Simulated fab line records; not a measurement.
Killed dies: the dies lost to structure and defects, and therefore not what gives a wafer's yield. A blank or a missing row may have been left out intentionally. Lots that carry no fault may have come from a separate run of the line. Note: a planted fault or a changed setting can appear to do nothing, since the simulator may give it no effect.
Chamber matching    flow nand harc    4 sister chambers for NHARC_A_CONTACT_ETCH_98 on rie diel-03
The step etches the open film in C4F6/O2, target depth 20 nm, time 10 s. 4 wafers are shown with their chamber, then 8 later ones without.

EACH WAFER AND ITS CHAMBER
wafer   chamber  showerhead plenum p Torr (Torr)
L769.5  2        3.64
L768.1  0        4.21
L771.4  1        3.70
L771.6  3        3.89

WAFERS WITH NO CHAMBER GIVEN
wafer   showerhead plenum p Torr (Torr)
L770.3  3.70
L770.4  3.70
L770.6  4.21
L772.1  4.21
L772.2  3.89
L772.4  3.70
L776.4  4.21
L776.6  4.22

WHICH CHAMBER EACH ONE RAN IN
wafer    from the rows above   in truth
L770.3   1                     1
L770.4   1                     1
L770.6   0                     0
L772.1   0                     0
L772.2   3                     3
L772.4   1                     1
L776.4   0                     0
L776.6   0                     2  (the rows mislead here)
Correct placement for 7 of the 8. Number that these rows cannot place: 0. Wrongly placed: 1.
How it was worked out, from the rows above alone: a wafer's distance from a chamber is the root of the sum, over the readings, of the square of ((its reading less the chamber's mean) divided by the reading's scatter). The wafer belongs to the nearest chamber; if the next one is less than 2 further off, it can't be placed. For every chamber, the mean is computed from those of its wafers that are shown. The scatter: with one shown wafer a chamber, the root of the mean of the squares of how far each hidden wafer lies from its nearest shown one.
